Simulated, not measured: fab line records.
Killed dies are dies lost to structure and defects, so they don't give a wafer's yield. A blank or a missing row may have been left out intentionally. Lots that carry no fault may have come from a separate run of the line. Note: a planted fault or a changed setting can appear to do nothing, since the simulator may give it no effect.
8D (eight disciplines) problem report, filled in by code	flow n5Finfet	the parts of the form that need people (team, actions taken, sign-off) are left out
Where a reading is given only as a bound, like >300, the bound stands for it, and a mean or a difference that rests on one is marked > or <: the true number lies beyond.

== 1. THE ISSUE ==
rawDefectCount at N5_BEOL_M0_CUTY_INSPECT_59 reads a mean of >300 on 1 wafer of 1 lot; wafers without a fault read 2.0 with a standard deviation of 1.4. That is +99 or more standard deviations from the usual mean.
The step: inspects for defects (macro).
First seen on wafer L713.2, day 9 05:14, on defectInspect-01. The record has a number at this step for 24 wafers belonging to 8 lots. The rule behind "out" and "out of limits": a value lying over 4 standard deviations away from the usual mean. The other wafers with a number count as sound.

== 2. WHAT IT IS, AND WHAT IT ISN'T ==
question	is	is not
which readings at this step	rawDefectCount	-
which lots	L713	L701, L702, L706, L708, L716, L721, L722
which wafers of those lots	L713.2	L713.1, L713.4
read on which gauges	defectInspect-01	defectInspect-02
when	from day 9 05:14	up to then (14 sound wafers); but 9 sound wafers of L716, L721, L722 came after

== 3. THE SUSPECTS, EACH WITH WHAT RULES IT OUT ==
Counting: any tool at a process step up to the reading remains a suspect provided it ran every lot that is out. Sound lots after the first of them don't rule it out here, since some wafers of a struck lot are sound.
- the gauge at N5_BEOL_M0_CUTY_INSPECT_59: ruled out. All the wafers that are out were read on defectInspect-01, but those of them that N5_PASSIVATION_PROBE_49 has rows for are out there too, on other tools.
- rieDiel-01 at N5_BEOL_M0_SAQP_DESCUM_45 (chemistry O2, time 7 s): kept. It ran the lot that is out, L713 (day 9 03:44); its last sound lot up to then is L702 (day 6 11:37).
- rieDiel-01 at N5_BEOL_M0_SAQP_ETCH_88 (etches underlayer in N2/H2, target depth 6.5 nm, time 5.2 s): kept. It ran the lot that is out, L713 (day 9 03:46); its last sound lot up to then is L702 (day 6 11:38).
- rieDiel-01 at N5_BEOL_M0_SAQP_ETCH_73 (etches SiARC in CF4, target depth 19.5 nm, time 32.5 s): kept. It ran the lot that is out, L713 (day 9 03:47); its last sound lot up to then is L702 (day 6 11:40).
- At N5_BEOL_M0_SAQP_DESCUM_45, inside rieDiel-01: chamber 1 took the wafers that are out, while their sound lot-mates went through chambers 0, 3.
- At N5_BEOL_M0_SAQP_ETCH_88, inside rieDiel-01: chamber 1 took the wafers that are out, while their sound lot-mates went through chambers 0, 3.
- At N5_BEOL_M0_SAQP_ETCH_73, inside rieDiel-01: chamber 1 took the wafers that are out, while their sound lot-mates went through chambers 0, 3.
Left after counting: rieDiel-01 at N5_BEOL_M0_SAQP_DESCUM_45, rieDiel-01 at N5_BEOL_M0_SAQP_ETCH_88, rieDiel-01 at N5_BEOL_M0_SAQP_ETCH_73.

== 4. THE CAUSE (what the simulator had put in) ==
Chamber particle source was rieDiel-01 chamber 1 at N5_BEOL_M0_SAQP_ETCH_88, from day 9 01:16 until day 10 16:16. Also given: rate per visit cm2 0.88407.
3 suspects survive the count, and this tool is in that group.

== 5. THE CHAIN OF EFFECTS, in route order ==
Rows list readings where the struck wafers' mean (over those with a number) sits beyond 3 standard deviations from the usual. Only readings whose record carries a usual standard deviation are examined. hours: median over the lots of the time between each lot's start at the first step of this table that gives one and its start at this step. sigmas: the change, counted in usual standard deviations.
hours	step	reading	usual	on struck wafers	change	sigmas
0	N5_BEOL_M0_CUTY_INSPECT_59	rawDefectCount	2.0	>300	>+298	+99 or more
220	N5_PASSIVATION_PROBE_49	defectLimitedYield	90.9 %	83.2	-7.7	-5.9
220	N5_PASSIVATION_PROBE_49	killed_at_M0_to_M3	36	117	+81	+7.4
220	N5_PASSIVATION_PROBE_49	killedDies	107	198	+91	+5.7
220	N5_PASSIVATION_PROBE_49	killedOnRim	14	37	+23	+5.8
220	N5_PASSIVATION_PROBE_49	sort_bin_5_function	5.4 %	9.6	+4.2	+5.0
220	N5_PASSIVATION_PROBE_49	sortNPass	1073	982	-91	-5.7
220	N5_PASSIVATION_PROBE_49	sortYieldPct	90.9 %	83.2	-7.7	-5.9
It contains these process steps:
- N5_PASSIVATION_PROBE_49
Later measuring or inspecting steps at which every struck wafer that the step has a row for has a number for every such reading, and none has moved that far: N5_BEOL_M4_RC_MEAS_101.

== 6. WHAT WOULD HAVE CAUGHT IT SOONER ==
In this record the first reading out of limits at a measuring or inspecting step was taken at day 9 05:14, 4 hours after the fault began at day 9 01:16.
Tool readings at N5_BEOL_M0_SAQP_ETCH_88 with a usual standard deviation given in the record: none out on any struck wafer, hence no alarm at a limit of 4 standard deviations on them.
Each of the lots that are out, 1 in all, had begun N5_BEOL_M0_SAQP_ETCH_88 on rieDiel-01 no later than day 9 05:14. Holding the tool at that point would not have protected any of them.
